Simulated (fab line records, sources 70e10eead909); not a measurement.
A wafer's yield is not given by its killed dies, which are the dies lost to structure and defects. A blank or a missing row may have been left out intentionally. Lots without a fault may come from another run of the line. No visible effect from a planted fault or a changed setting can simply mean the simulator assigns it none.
Matching of chambers + flow nand_harc + NHARC_A_M1_DESCUM_14 on rie_diel-02: 4 sister chambers
The step chemistry O2, time 3 s. 4 wafers are shown with their chamber, then 10 later ones without.

== WAFERS, EACH WITH ITS CHAMBER ==
| wafer  | chamber | drypump_motor_current_A (A) |
|--------|---------|-----------------------------|
| L082.5 | 2       | 5.55                        |
| L083.1 | 0       | 5.63                        |
| L084.1 | 3       | 5.91                        |
| L084.3 | 1       | 5.52                        |

== WAFERS MISSING THEIR CHAMBER ==
| wafer  | drypump_motor_current_A (A) |
|--------|-----------------------------|
| L084.4 | 5.61                        |
| L085.3 | 5.58                        |
| L085.5 | 5.49                        |
| L085.6 | 5.47                        |
| L092.1 | 5.50                        |
| L092.3 | 5.52                        |
| L092.5 | 5.97                        |
| L094.1 | 5.48                        |
| L094.3 | 5.52                        |
| L094.4 | 5.64                        |

== EACH ONE'S CHAMBER ==
| wafer  | from the rows above          | in truth |
|--------|------------------------------|----------|
| L084.4 | can't be placed: 0 or 2      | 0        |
| L085.3 | can't be placed: 2 or 0 or 1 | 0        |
| L085.5 | can't be placed: 1 or 2      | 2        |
| L085.6 | can't be placed: 1 or 2      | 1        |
| L092.1 | can't be placed: 1 or 2      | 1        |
| L092.3 | can't be placed: 1 or 2      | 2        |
| L092.5 | 3                            | 3        |
| L094.1 | can't be placed: 1 or 2      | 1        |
| L094.3 | can't be placed: 1 or 2      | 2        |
| L094.4 | 0                            | 0        |
Correct placement for 2 of the 10. Can't be placed from these rows: 8 (the true chamber is among the candidates in 8). Placed wrongly: 0.
How it was worked out, from the rows above alone: a wafer's distance from a chamber is the root of the sum, over the readings, of the square of ((its reading less the chamber's mean) divided by the reading's scatter). If the next closest chamber is less than 2 further off than the closest, the wafer can't be placed; otherwise it belongs to the closest. For every chamber, the mean is computed from those of its wafers that are shown. The scatter (one wafer shown for each chamber): square how far every hidden wafer sits from the nearest shown wafer, average those squares and take the square root.
